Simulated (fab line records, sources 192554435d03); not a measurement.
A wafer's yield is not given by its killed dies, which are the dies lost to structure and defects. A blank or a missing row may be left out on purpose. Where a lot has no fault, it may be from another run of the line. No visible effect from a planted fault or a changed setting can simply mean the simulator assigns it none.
A struck lot beside a sound one | flow n5_finfet | 16 steps out of a route of 1938
Sound: the wafers L711.2, L711.4, L711.5. The struck wafers were L719.3, L719.4, L719.6. Last of all comes the cause.
Each step with rows lists, per side, the tool, then ch with its chambers, then its first start. Under that, the readings that differ: sound wafers | struck wafers | difference of the means | sigmas: that difference in standard deviations of wafers without a fault.
alike: readings with means less than 2 such deviations apart, plus words and numbers identical on both sides. not compared: withheld readings, readings lacking a value on some wafer, bounds such as >300 that could conceal the same value, and numbers that have no deviation in the record and whose values overlap.
Wherever a step has rows on one side only, a row that says differs or no value, or a row with sigmas, the two part there. When numbers do not overlap yet have no deviation, they are printed without sigmas and do not part them. A reading that every wafer of one side lacks parts them only if that side has two wafers or more.

first, 10 steps without rows for these wafers: N5_BEOL_M1_DESCUM_33 (chemistry O2, time 7 s); N5_BEOL_M1_ETCH_77 (etches underlayer in N2/H2, target depth 6.5 nm, time 5.2 s); N5_BEOL_M1_ETCH_69 (etches SiARC in CF4, target depth 15.6 nm, time 26 s); N5_BEOL_M1_ALD_98 (deposits SiO2, target thk 2.5 nm, pulse time 1 s, co reactant pulse time 1 s); N5_BEOL_M1_ETCHBACK_99 (etches SiO2 in CHF3, target depth 5 nm, time 10.4 s); N5_BEOL_M1_ETCH_70 (etches SOC in N2/H2, target depth 80 nm, overetch 16 nm, time 120 s); N5_BEOL_M1_STRIP_71 (strips in N2/H2); N5_BEOL_M1_STRIP_78 (strips in N2/H2); N5_BEOL_M1_VIA_ETCH_34 (etches the open film in C4F6/O2, target depth 67.8 nm, time 64.4 s); N5_BEOL_M1_STRIP_83 (strips in C4F6/O2).
N5_BEOL_M1_STRIP_36: strips in N2/H2.
  sound on rie_diel-06 ch 0,1,2, day 8 04:11; struck on rie_diel-06 ch 2,3, day 10 07:45
  no value came back on the struck wafers for any of 8 readings (bias_power_w (W), chamber_pressure_mTorr (mTorr) and others); on the sound wafers bias_power_w (W) reads 6.987 7.005 6.974
  reading                                  | sound | struck       | difference | sigmas
  model.SOC_of_BEOL_M1_COAT_67.thk_nm (nm) | 0 0 0 | 52.4 52 52.4 | +52.3      |
  model.SiO2_of_BEOL_M1_ALD_98.thk_nm (nm) | 0 0 0 | 2.4 2.4 2.6  | +2.5       |
  not compared: rf_hours_counter_h
then, 1 step without rows for these wafers: N5_BEOL_M1_TRENCH_ETCH_37 (etches SiOC in C4F6/O2, target depth 55.207 nm, time 29 s).
N5_BEOL_M1_ETCH_41: etches SiCN in CH3F/O2, target depth 31.9 nm, time 57.8 s.
  sound on rie_diel-06 ch 0,1,2; struck on rie_diel-06 ch 2,3, day 10 07:49
  reading                                  | sound | struck         | difference | sigmas
  model.SOC_of_BEOL_M1_COAT_67.thk_nm (nm) | 0 0 0 | 34.4 34.2 34.2 | +34.3      |
  alike: drypump_motor_current_A, oes_product_au, rf_vpp_V, showerhead_plenum_p_Torr, throttle_valve_pct
  not compared: rf_hours_counter_h
then, 1 step without rows for these wafers: N5_BEOL_M1_STRIP_97 (strips in N2/H2, time 10 s).
N5_BEOL_M4_RC_MEAS_101:
  the record has rows for the sound wafers here (prober-01 ch 0, day 10 17:23) and none for the struck ones
-- the record jumps here: 7 days lie between the struck wafers' starts before and after (it left off in module BEOL_M4 and takes up again in module PASSIVATION, whose first step shown is number 1936 of the route) --
N5_PASSIVATION_PROBE_49:
  record: rows for the struck wafers here (prober-01, day 17 03:10), none for the sound ones

## WHERE THEY PART
Earliest at N5_BEOL_M1_STRIP_36; latest, in this record, at N5_PASSIVATION_PROBE_49.

WHY: what had been put in by the simulator
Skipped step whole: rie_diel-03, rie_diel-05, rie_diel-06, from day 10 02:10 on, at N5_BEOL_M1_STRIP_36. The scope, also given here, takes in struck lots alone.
